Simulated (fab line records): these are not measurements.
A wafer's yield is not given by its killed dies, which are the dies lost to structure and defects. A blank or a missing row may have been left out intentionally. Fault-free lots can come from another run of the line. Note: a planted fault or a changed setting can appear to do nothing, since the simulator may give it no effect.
Matching of chambers | flow nand_harc | rie_diel-07 running NHARC_P_GATE_STRIP_108: 4 sister chambers
The step strips in O2. 14 wafers are shown with their chamber, then 7 later ones without.

== WAFERS WITH THEIR CHAMBER ==
wafer  | chamber | showerhead_plenum_p_Torr (Torr) | rf_vpp_V (V) | throttle_valve_pct (%)
L075.1 | 0       | 3.75                            | 59.4         | 17.045
L075.2 | 1       | 3.39                            | 56.5         | 17.022
L075.4 | 2       | 3.70                            | 58.3         | 17.054
L077.1 | 2       | 3.70                            | 58.9         | 17.034
L077.2 | 0       | 3.75                            | 59.8         | 17.049
L077.5 | 2       | 3.70                            | 58.4         | 17.012
L082.1 | 3       | 3.77                            | 57.7         | 17.051
L082.2 | 2       | 3.70                            | 58.4         | 17.033
L082.5 | 1       | 3.38                            | 56.7         | 17.042
L083.3 | 0       | 3.75                            | 59.0         | 17.047
L083.4 | 1       | 3.38                            | 55.5         | 17.038
L083.6 | 1       | 3.38                            | 56.3         | 17.037
L086.1 | 0       | 3.75                            | 59.4         | 17.025
L086.3 | 2       | 3.70                            | 58.5         | 17.021

SIGNATURES (means of the wafers above)
reading                  | chamber 0 | chamber 1 | chamber 2 | chamber 3 | scatter within a chamber
showerhead_plenum_p_Torr | 3.7500    | 3.3825    | 3.7000    | 3.7700    | 0.00274
rf_vpp_V                 | 59.400    | 56.250    | 58.500    | 57.700    | 0.37
throttle_valve_pct       | 17.04150  | 17.03475  | 17.03080  | 17.05100  | 0.0127
Rule: a wafer lies at a distance from a chamber equal to the root of the sum of squares, over the readings, of (its reading less the chamber's mean, divided by the reading's scatter). If the next closest chamber is less than 2 further off than the closest, the wafer can't be placed; otherwise it belongs to the closest. The scatter: the root of (the sum of the squares of (reading less its chamber's mean) over the shown wafers, divided by (wafers less chambers)).

== WAFERS WHOSE CHAMBER IS MISSING ==
wafer  | showerhead_plenum_p_Torr (Torr) | rf_vpp_V (V) | throttle_valve_pct (%)
L086.5 | 3.75                            | 58.6         | 17.032
L088.2 | 3.77                            | 58.0         | 17.029
L088.4 | 3.75                            | 57.1         | 17.023
L088.6 | 3.75                            | 58.3         | 17.048
L096.2 | 3.38                            | 58.4         | 17.037
L096.5 | 3.70                            | 58.9         | 17.033
L096.6 | 3.75                            | 58.8         | 17.036

== EACH ONE'S CHAMBER ==
wafer  | from the rows above     | in truth
L086.5 | 0                       | 0
L088.2 | 3                       | 3
L088.4 | can't be placed: 0 or 3 | 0
L088.6 | 0                       | 0
L096.2 | 1                       | 1
L096.5 | 2                       | 2
L096.6 | 0                       | 0
Correct placement for 6 of the 7. From these rows, 1 cannot be placed; in 1 the true chamber is one of the candidates. Wrongly placed: 0.
